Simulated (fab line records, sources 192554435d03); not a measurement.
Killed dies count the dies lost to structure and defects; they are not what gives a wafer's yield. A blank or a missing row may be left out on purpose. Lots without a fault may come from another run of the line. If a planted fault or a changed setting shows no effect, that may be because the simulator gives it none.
fab line records + flow n5Finfet + part 2 of 2: steps 5 to 6 of 6
[record]
- lots = 22
- wafers = 66
- lastDay = 17
route steps=1938 shown BEOL_M9@1448 BEOL_M10@1487
lots that met no fault: taken from a fault-free run of the same line
startH: hours from the record's opening day to when the first of the lot's shown wafers began + waitH: how many hours have passed since the lot's step before this one + " the same as in the row above + L1.1+2: several wafers, shown together as one row + - no value, or no start was given + * or withheld: withheld + < > ~ a bound
route shown NAME@n: NAME is a module with steps in the file, n the number in the route of the first one + usual: mean/standard deviation of fault-free wafers + same: alike in all rows + chamber/n: place in a boat + sites: readings site by site + _std_site: their standard deviation + _edge_site: outer sites' mean less inner sites' + radiusMm: for every site, how far away it sits from the centre of the wafer + mask NAME#n: copy n + behind: the last tool/chamber to shape the wafer + hold: why the lot was held/for how many hours/how that ended + device: whichever transistor did not switch (one of n, p or np) + end of line: tests of these same wafers at the route's end + a step given without rows: its recipe and nothing more + killed: at the first sort, the dies lost to defects and structure; wafer yield is something else + map: a wafer's dies, x killed, . not, _ none there
set.NAME: the setting as run; set.NAME@STEP: as run at that earlier step + model.NAME: the simulator's own value behind a step, which no gauge read
one table for each step of the route and one row for each wafer, over a sample of lots
services: from which hour (startH, from the record's first day; less than 0 if before it) a tool's chamber was out of use, for how many hours, and why
[[steps]]
[step N5_BEOL_M10_ETCH_62]
[recipe]
- chemistry = N2/H2
- target = SOC
- targetDepthA = 1100
- overetchA = 220
- maskMaterial = SiARC
- tempC = 40
- timeS = 165
- ionEnergyEv = 200
- pressureMtorr = 30
- sourceW = 840
- biasW = 150
- n2FlowSccm = 200
- h2FlowSccm = 200
[usual]
- drypumpMotorCurrentA = 5.7/0.52
- n2FlowSccm = 200.0/0.59
- oesProductAu = 0.69/0.057
- rfVppV = 524.8/2.3
- showerheadPlenumPTorr = 2.58/0.078
- throttleValvePct = 17.78/0.24
| lot.wafer | tool       | chamber | startH | waitH | drypumpMotorCurrentA | n2FlowSccm | oesProductAu | rfHoursCounterH | rfVppV | showerheadPlenumPTorr | throttleValvePct |
|-----------|------------|---------|--------|-------|----------------------|------------|--------------|-----------------|--------|-----------------------|------------------|
| L074.4    | rieDiel-03 | 2       | 218.67 | 0.1   | 5.4                  | 199.1      | 0.78         | -               | 522.2  | 2.49                  | 17.47            |
| L074.5    | "          | 0       | "      | "     | 6.0                  | 200.1      | 0.70         | -               | 528.8  | 2.68                  | 17.83            |
| L074.6    | "          | 1       | "      | "     | 5.7                  | 199.5      | 0.75         | -               | 525.9  | 2.59                  | 17.48            |
| L075.2    | rieDiel-03 | 1       | 218.99 | 0.0   | 5.7                  | 199.3      | 0.74         | 36              | 526.2  | 2.59                  | 17.50            |
| L075.3    | "          | 2       | "      | "     | 5.4                  | 200.3      | 0.77         | 15              | 523.7  | 2.49                  | 17.47            |
| L075.5    | "          | 1       | "      | "     | 5.7                  | 199.7      | 0.75         | -               | 525.8  | 2.59                  | 17.50            |
| L076.2    | rieDiel-03 | 2       | 219.82 | 0.0   | 5.4                  | 199.9      | 0.77         | 15              | 522.8  | 2.49                  | 17.46            |
| L076.4    | "          | 0       | "      | "     | 6.0                  | 200.3      | 0.71         | -               | 527.3  | 2.68                  | 17.83            |
| L076.5    | "          | 1       | "      | "     | 5.7                  | 199.3      | 0.75         | -               | 526.9  | 2.59                  | 17.49            |
| L077.1    | rieDiel-03 | 2       | 226.14 | 0.0   | 5.4                  | 199.5      | 0.77         | 18              | 523.1  | 2.49                  | 17.47            |
| L077.2    | "          | 1       | "      | "     | 5.7                  | 199.3      | 0.74         | 40              | 525.5  | 2.59                  | 17.50            |
| L077.6    | "          | 1       | "      | "     | 5.7                  | 199.9      | 0.74         | -               | 526.0  | 2.59                  | 17.50            |
| L078.1    | rieDiel-02 | 1       | 240.32 | 0.0   | 4.9                  | 201.3      | 0.68         | 108             | 523.4  | 2.56                  | 17.67            |
| L078.3    | "          | 2       | "      | "     | 5.5                  | 200.3      | 0.74         | 34              | 522.9  | 2.48                  | 17.61            |
| L078.6    | "          | 2       | "      | "     | 5.5                  | 199.5      | 0.75         | -               | 522.8  | 2.48                  | 17.62            |
| L079.1    | rieDiel-02 | 1       | 242.71 | 0.0   | 4.9                  | 200.0      | 0.67         | 108             | 525.2  | 2.56                  | 17.64            |
| L079.2    | "          | 3       | "      | "     | 4.7                  | 199.9      | 0.61         | 219             | 523.4  | 2.51                  | 17.89            |
| L079.5    | "          | 1       | "      | "     | 4.9                  | 199.9      | 0.67         | -               | 523.1  | 2.56                  | 17.65            |
| L081.3    | rieDiel-04 | 1       | 260.31 | 0.0   | 6.6                  | 199.8      | 0.61         | 204             | 528.1  | 2.63                  | 18.24            |
| L081.5    | "          | 1       | "      | "     | 6.6                  | 200.3      | 0.61         | -               | 526.4  | 2.63                  | 18.24            |
| L081.6    | "          | 0       | "      | "     | 5.8                  | 201.3      | 0.76         | -               | 522.6  | 2.49                  | 17.71            |
| L082.1    | rieDiel-04 | 3       | 267.79 | 0.0   | 5.4                  | 199.1      | 0.68         | 89              | 525.2  | 2.68                  | 17.59            |
| L082.4    | "          | 0       | "      | "     | 5.9                  | 199.7      | 0.75         | -               | 523.4  | 2.48                  | 17.71            |
| L082.5    | "          | 3       | "      | "     | 5.4                  | 199.7      | 0.69         | -               | 527.3  | 2.68                  | 17.59            |
| L080.1    | rieDiel-04 | 1       | 268.76 | 0.0   | 6.6                  | 199.1      | 0.61         | 207             | 525.1  | 2.62                  | 18.26            |
| L080.5    | "          | 1       | "      | "     | 6.6                  | 200.6      | 0.61         | -               | 525.0  | 2.63                  | 18.25            |
| L080.6    | "          | 0       | "      | "     | 5.9                  | 200.2      | 0.76         | -               | 522.6  | 2.48                  | 17.70            |
| L084.1    | rieDiel-04 | 3       | 277.28 | 0.0   | 5.4                  | 199.3      | 0.68         | 94              | 527.7  | 2.68                  | 17.60            |
| L084.2    | "          | 0       | "      | "     | 5.8                  | 200.0      | 0.74         | 37              | 522.8  | 2.48                  | 17.72            |
| L084.6    | "          | 0       | "      | "     | 5.9                  | 199.7      | 0.75         | -               | 521.5  | 2.48                  | 17.73            |
| L085.3    | rieDiel-04 | 1       | 281.99 | 0.0   | 6.6                  | 200.4      | 0.60         | 213             | 525.0  | 2.62                  | 18.27            |
| L085.4    | "          | 3       | "      | "     | 5.4                  | 200.8      | 0.68         | 96              | 526.7  | 2.68                  | 17.60            |
| L085.5    | "          | 1       | "      | "     | 6.6                  | 201.0      | 0.60         | -               | 526.4  | 2.62                  | 18.28            |
| L086.1    | rieDiel-04 | 0       | 285.14 | 0.0   | 5.8                  | 199.9      | 0.75         | 40              | 521.4  | 2.48                  | 17.71            |
| L086.2    | "          | 1       | "      | "     | 6.7                  | 199.5      | 0.61         | 214             | 527.0  | 2.62                  | 18.27            |
| L086.5    | "          | 2       | "      | "     | 5.7                  | 200.5      | 0.65         | -               | 523.6  | 2.55                  | 17.93            |
| L087.1    | rieDiel-03 | 2       | 290.37 | 0.0   | 5.4                  | 200.3      | 0.73         | 40              | 523.8  | 2.48                  | 17.52            |
| L087.2    | "          | 1       | "      | "     | 5.7                  | 199.6      | 0.72         | 61              | 524.2  | 2.58                  | 17.51            |
| L087.3    | "          | 0       | "      | "     | 6.0                  | 199.1      | 0.68         | 109             | 526.0  | 2.67                  | 17.89            |
| L088.1    | rieDiel-02 | 3       | 296.97 | 0.0   | 4.7                  | 200.1      | 0.60         | 239             | 524.2  | 2.50                  | 17.91            |
| L088.2    | "          | 2       | "      | "     | 5.5                  | 200.1      | 0.72         | 55              | 522.4  | 2.47                  | 17.66            |
| L088.6    | "          | 1       | "      | "     | 4.9                  | 200.4      | 0.66         | -               | 524.2  | 2.55                  | 17.69            |
| L089.1    | rieDiel-04 | 0       | 322.10 | 0.0   | 5.8                  | 199.3      | 0.73         | 54              | 522.5  | 2.47                  | 17.75            |
| L089.2    | "          | 1       | "      | "     | 6.6                  | 199.9      | 0.60         | 223             | 525.7  | 2.62                  | 18.28            |
| L089.4    | "          | 2       | "      | "     | 5.7                  | 201.2      | 0.64         | 148             | 524.8  | 2.55                  | 17.95            |
| L090.3    | rieDiel-03 | 2       | 322.13 | 0.0   | 5.4                  | 200.9      | 0.73         | 54              | 522.7  | 2.48                  | 17.52            |
| L090.5    | "          | 1       | "      | "     | 5.7                  | 202.1      | 0.70         | -               | 524.8  | 2.58                  | 17.54            |
| L090.6    | "          | 0       | "      | "     | 6.0                  | 199.6      | 0.68         | -               | 525.8  | 2.66                  | 17.88            |
| L093.2    | rieDiel-02 | 0       | 322.30 | 0.0   | 6.2                  | 198.8      | 0.72         | 61              | 528.1  | 2.69                  | 17.62            |
| L093.3    | "          | 3       | "      | "     | 4.7                  | 199.6      | 0.60         | 242             | 523.7  | 2.50                  | 17.92            |
| L093.4    | "          | 1       | "      | "     | 4.9                  | 200.3      | 0.65         | 139             | 522.4  | 2.55                  | 17.72            |
| L092.2    | rieDiel-04 | 3       | 324.01 | 0.0   | 5.4                  | 199.7      | 0.67         | 110             | 528.1  | 2.67                  | 17.63            |
| L092.4    | "          | 2       | "      | "     | 5.7                  | 200.6      | 0.64         | 149             | 524.9  | 2.55                  | 17.95            |
| L092.6    | "          | 0       | "      | "     | 5.8                  | 199.1      | 0.73         | -               | 523.0  | 2.47                  | 17.75            |
| L094.4    | rieDiel-03 | 3       | 335.25 | 0.0   | 4.9                  | 199.8      | 0.60         | 231             | 523.0  | 2.51                  | 17.98            |
| L094.5    | "          | 1       | "      | "     | 5.7                  | 200.9      | 0.70         | -               | 524.8  | 2.57                  | 17.56            |
| L094.6    | "          | 0       | "      | "     | 6.0                  | 200.8      | 0.67         | -               | 526.9  | 2.66                  | 17.90            |
| L096.1    | rieDiel-04 | 1       | 341.87 | 0.0   | 6.6                  | 199.9      | 0.60         | 230             | 525.8  | 2.61                  | 18.30            |
| L096.2    | "          | 2       | "      | "     | 5.7                  | 200.1      | 0.63         | 155             | 525.0  | 2.54                  | 17.96            |
| L096.5    | "          | 1       | "      | "     | 6.6                  | 199.5      | 0.59         | -               | 526.1  | 2.61                  | 18.30            |
| L095.1    | rieDiel-02 | 0       | 342.28 | 0.0   | 6.3                  | 199.9      | 0.71         | 71              | 527.6  | 2.68                  | 17.64            |
| L095.4    | "          | 0       | "      | "     | 6.2                  | 200.4      | 0.71         | -               | 526.8  | 2.68                  | 17.64            |
| L095.5    | "          | 3       | "      | "     | 4.7                  | 200.3      | 0.59         | -               | 523.1  | 2.50                  | 17.93            |
| L097.2    | rieDiel-04 | 0       | 346.31 | 0.0   | 5.8                  | 199.7      | 0.72         | 64              | 522.1  | 2.47                  | 17.75            |
| L097.3    | "          | 2       | "      | "     | 5.7                  | 199.8      | 0.64         | 157             | 523.3  | 2.54                  | 17.96            |
| L097.4    | "          | 1       | "      | "     | 6.6                  | 199.8      | 0.59         | 233             | 525.0  | 2.61                  | 18.31            |
[step N5_BEOL_M10_STRIP_19]
[recipe]
- chemistry = O2
- powerW = 400
- tempC = 40
- pressureMtorr = 30
- rfFrequencyHz = 6e+07
- biasPowerW = 0
- overashFraction = 0.2
- o2FlowSccm = 225
[usual]
- drypumpMotorCurrentA = 5.6/0.52
- oesProductAu = 0.81/0.069
- rfVppV = 3.7/0.64
- showerheadPlenumPTorr = 2.12/0.066
- throttleValvePct = 16.60/0.2
[same]
- overashFraction = 0.2
| lot.wafer | tool       | chamber | startH | waitH | drypumpMotorCurrentA | oesProductAu | rfHoursCounterH | rfVppV | showerheadPlenumPTorr | throttleValvePct |
|-----------|------------|---------|--------|-------|----------------------|--------------|-----------------|--------|-----------------------|------------------|
| L074.4    | rieDiel-04 | 3       | 219.07 | 0.2   | 5.4                  | 0.83         | 72              | 4.3    | 2.22                  | 16.50            |
| L074.5    | "          | 3       | "      | "     | 5.4                  | 0.84         | -               | 3.8    | 2.22                  | 16.47            |
| L074.6    | "          | 0       | "      | "     | 5.8                  | 0.93         | -               | 4.2    | 2.05                  | 16.47            |
| L075.2    | rieDiel-02 | 2       | 219.68 | 0.2   | 5.5                  | 0.90         | 31              | 3.3    | 2.04                  | 16.38            |
| L075.3    | "          | 1       | "      | "     | 4.9                  | 0.81         | 99              | 3.9    | 2.11                  | 16.47            |
| L075.5    | "          | 3       | "      | "     | 4.7                  | 0.73         | -               | 4.5    | 2.07                  | 16.72            |
| L076.2    | rieDiel-03 | 2       | 220.36 | 0.1   | 5.4                  | 0.92         | 16              | 3.9    | 2.06                  | 16.32            |
| L076.4    | "          | 0       | "      | "     | 6.0                  | 0.84         | -               | 2.8    | 2.21                  | 16.59            |
| L076.5    | "          | 1       | "      | "     | 5.7                  | 0.88         | -               | 4.1    | 2.14                  | 16.39            |
| L077.1    | rieDiel-03 | 0       | 226.44 | 0.1   | 6.0                  | 0.83         | 87              | 4.0    | 2.21                  | 16.59            |
| L077.2    | "          | 2       | "      | "     | 5.4                  | 0.91         | 18              | 5.1    | 2.06                  | 16.31            |
| L077.6    | "          | 1       | "      | "     | 5.7                  | 0.88         | -               | 3.9    | 2.14                  | 16.40            |
| L078.1    | rieDiel-04 | 2       | 240.71 | 0.1   | 5.7                  | 0.76         | 129             | 3.1    | 2.11                  | 16.81            |
| L078.3    | "          | 3       | "      | "     | 5.4                  | 0.81         | 79              | 4.0    | 2.21                  | 16.50            |
| L078.6    | "          | 2       | "      | "     | 5.7                  | 0.76         | -               | 4.0    | 2.11                  | 16.81            |
| L079.1    | rieDiel-03 | 2       | 243.07 | 0.1   | 5.4                  | 0.90         | 23              | 2.1    | 2.05                  | 16.34            |
| L079.2    | "          | 3       | "      | "     | 4.9                  | 0.71         | 204             | 3.3    | 2.08                  | 16.83            |
| L079.5    | "          | 3       | "      | "     | 4.9                  | 0.71         | -               | 3.0    | 2.08                  | 16.83            |
| L081.3    | rieDiel-02 | 3       | 260.71 | 0.2   | 4.7                  | 0.71         | 226             | 4.1    | 2.07                  | 16.75            |
| L081.5    | "          | 0       | "      | "     | 6.2                  | 0.89         | -               | 5.0    | 2.23                  | 16.46            |
| L081.6    | "          | 3       | "      | "     | 4.7                  | 0.71         | -               | 2.9    | 2.07                  | 16.78            |
| L082.1    | rieDiel-03 | 1       | 268.09 | 0.1   | 5.7                  | 0.86         | 54              | 3.1    | 2.14                  | 16.45            |
| L082.4    | "          | 3       | "      | "     | 4.9                  | 0.70         | 214             | 3.0    | 2.08                  | 16.85            |
| L082.5    | "          | 0       | "      | "     | 6.0                  | 0.83         | -               | 4.5    | 2.20                  | 16.62            |
| L080.1    | rieDiel-04 | 0       | 269.20 | 0.1   | 5.8                  | 0.89         | 33              | 2.8    | 2.04                  | 16.49            |
| L080.5    | "          | 3       | "      | "     | 5.3                  | 0.81         | -               | 3.6    | 2.21                  | 16.53            |
| L080.6    | "          | 0       | "      | "     | 5.8                  | 0.89         | -               | 5.1    | 2.04                  | 16.52            |
| L084.1    | rieDiel-02 | 0       | 277.58 | 0.1   | 6.2                  | 0.88         | 43              | 4.3    | 2.23                  | 16.48            |
| L084.2    | "          | 2       | "      | "     | 5.5                  | 0.87         | 48              | 3.3    | 2.04                  | 16.37            |
| L084.6    | "          | 2       | "      | "     | 5.5                  | 0.87         | -               | 3.1    | 2.04                  | 16.40            |
| L085.3    | rieDiel-03 | 0       | 282.29 | 0.1   | 6.0                  | 0.82         | 106             | 3.6    | 2.20                  | 16.63            |
| L085.4    | "          | 1       | "      | "     | 5.7                  | 0.86         | 59              | 3.5    | 2.14                  | 16.42            |
| L085.5    | "          | 0       | "      | "     | 6.0                  | 0.82         | -               | 4.2    | 2.20                  | 16.61            |
| L086.1    | rieDiel-02 | 2       | 285.45 | 0.1   | 5.5                  | 0.87         | 51              | 4.1    | 2.04                  | 16.39            |
| L086.2    | "          | 3       | "      | "     | 4.7                  | 0.71         | 235             | 4.4    | 2.06                  | 16.76            |
| L086.5    | "          | 3       | "      | "     | 4.7                  | 0.71         | -               | 4.2    | 2.06                  | 16.77            |
| L087.1    | rieDiel-02 | 3       | 290.66 | 0.1   | 4.7                  | 0.71         | 237             | 3.6    | 2.06                  | 16.80            |
| L087.2    | "          | 2       | "      | "     | 5.5                  | 0.86         | 53              | 3.6    | 2.04                  | 16.39            |
| L087.3    | "          | 1       | "      | "     | 4.9                  | 0.79         | 125             | 4.0    | 2.10                  | 16.54            |
| L088.1    | rieDiel-04 | 2       | 297.27 | 0.1   | 5.7                  | 0.75         | 141             | 3.7    | 2.10                  | 16.83            |
| L088.2    | "          | 3       | "      | "     | 5.4                  | 0.80         | 103             | 3.8    | 2.20                  | 16.57            |
| L088.6    | "          | 0       | "      | "     | 5.8                  | 0.88         | -               | 4.7    | 2.04                  | 16.52            |
| L089.1    | rieDiel-03 | 1       | 322.40 | 0.1   | 5.7                  | 0.82         | 74              | 3.6    | 2.13                  | 16.46            |
| L089.2    | "          | 0       | "      | "     | 6.0                  | 0.80         | 122             | 3.3    | 2.20                  | 16.64            |
| L089.4    | "          | 0       | "      | "     | 6.0                  | 0.80         | -               | 2.5    | 2.20                  | 16.66            |
| L090.3    | rieDiel-04 | 0       | 322.43 | 0.1   | 5.8                  | 0.85         | 54              | 4.0    | 2.04                  | 16.56            |
| L090.5    | "          | 0       | "      | "     | 5.9                  | 0.86         | -               | 3.3    | 2.04                  | 16.54            |
| L090.6    | "          | 3       | "      | "     | 5.4                  | 0.80         | -               | 2.7    | 2.20                  | 16.58            |
| L093.2    | rieDiel-02 | 3       | 322.59 | 0.1   | 4.7                  | 0.70         | 242             | 4.2    | 2.06                  | 16.80            |
| L093.3    | "          | 2       | "      | "     | 5.5                  | 0.83         | 66              | 3.6    | 2.03                  | 16.42            |
| L093.4    | "          | 1       | "      | "     | 4.9                  | 0.76         | 139             | 3.3    | 2.10                  | 16.56            |
| L092.2    | rieDiel-04 | 2       | 324.37 | 0.1   | 5.7                  | 0.76         | 149             | 3.3    | 2.10                  | 16.85            |
| L092.4    | "          | 0       | "      | "     | 5.8                  | 0.86         | 55              | 3.7    | 2.04                  | 16.55            |
| L092.6    | "          | 1       | "      | "     | 6.6                  | 0.70         | -               | 4.2    | 2.15                  | 17.01            |
| L094.4    | rieDiel-04 | 2       | 335.55 | 0.1   | 5.7                  | 0.74         | 152             | 2.9    | 2.10                  | 16.85            |
| L094.5    | "          | 3       | "      | "     | 5.4                  | 0.79         | -               | 3.7    | 2.20                  | 16.58            |
| L094.6    | "          | 2       | "      | "     | 5.7                  | 0.75         | -               | 3.8    | 2.10                  | 16.87            |
| L096.1    | rieDiel-04 | 2       | 342.19 | 0.1   | 5.7                  | 0.74         | 155             | 3.5    | 2.10                  | 16.85            |
| L096.2    | "          | 0       | "      | "     | 5.8                  | 0.84         | 62              | 3.8    | 2.03                  | 16.55            |
| L096.5    | "          | 0       | "      | "     | 5.8                  | 0.85         | -               | 3.0    | 2.03                  | 16.56            |
| L095.1    | rieDiel-02 | 2       | 342.58 | 0.1   | 5.5                  | 0.82         | 75              | 4.7    | 2.03                  | 16.44            |
| L095.4    | "          | 3       | "      | "     | 4.7                  | 0.69         | -               | 3.8    | 2.06                  | 16.80            |
| L095.5    | "          | 2       | "      | "     | 5.5                  | 0.82         | -               | 4.0    | 2.03                  | 16.45            |
| L097.2    | rieDiel-03 | 1       | 346.61 | 0.1   | 5.7                  | 0.80         | 84              | 5.2    | 2.13                  | 16.47            |
| L097.3    | "          | 2       | "      | "     | 5.4                  | 0.83         | 63              | 3.8    | 2.04                  | 16.42            |
| L097.4    | "          | 3       | "      | "     | 4.9                  | 0.69         | 236             | 2.9    | 2.07                  | 16.90            |
[[services]]
| tool       | chamber | startH | hours | kind                         |
|------------|---------|--------|-------|------------------------------|
| rieDiel-04 | 2       | 190.24 | 6.7   | repair                       |
| rieDiel-03 | 3       | 197.34 | 29.9  | repair                       |
| rieDiel-03 | 2       | 197.76 | 2.9   | repair                       |
| rieDiel-03 | 0       | 199.70 | 6.3   | repair                       |
| rieDiel-06 | 1       | 212.61 | 5.3   | repair                       |
| rieDiel-02 | -       | 215.16 | 4.3   | pm                           |
| rieDiel-02 | 2       | 225.53 | 14.6  | repair                       |
| rieDiel-05 | 2       | 235.25 | 4.6   | repair                       |
| rieDiel-05 | 2       | 240.09 | -     | clean                        |
| rieDiel-05 | 2       | 240.09 | -     | consumableReplace:focusRing  |
| rieDiel-05 | 2       | 240.09 | -     | consumableReplace:showerhead |
| rieDiel-05 | 2       | 240.09 | 13.4  | scheduledDown                |
| rieDiel-05 | 2       | 240.09 | 13.4  | ventCycle                    |
| rieDiel-06 | 2       | 246.36 | -     | clean                        |
| rieDiel-06 | 2       | 246.36 | -     | consumableReplace:focusRing  |
| rieDiel-01 | 1       | 274.03 | -     | clean                        |
| rieDiel-01 | 1       | 274.03 | -     | consumableReplace:focusRing  |
| rieDiel-04 | 1       | 288.71 | 11.0  | repair                       |
| rieDiel-04 | -       | 298.50 | 2.8   | pm                           |
| rieDiel-03 | 3       | 301.67 | 7.3   | repair                       |
| rieDiel-01 | 3       | 321.09 | 3.5   | repair                       |
| rieDiel-03 | 3       | 322.29 | 11.0  | repair                       |
| rieDiel-04 | 3       | 340.45 | 5.4   | repair                       |
| rieDiel-05 | 0       | 345.96 | 4.0   | repair                       |
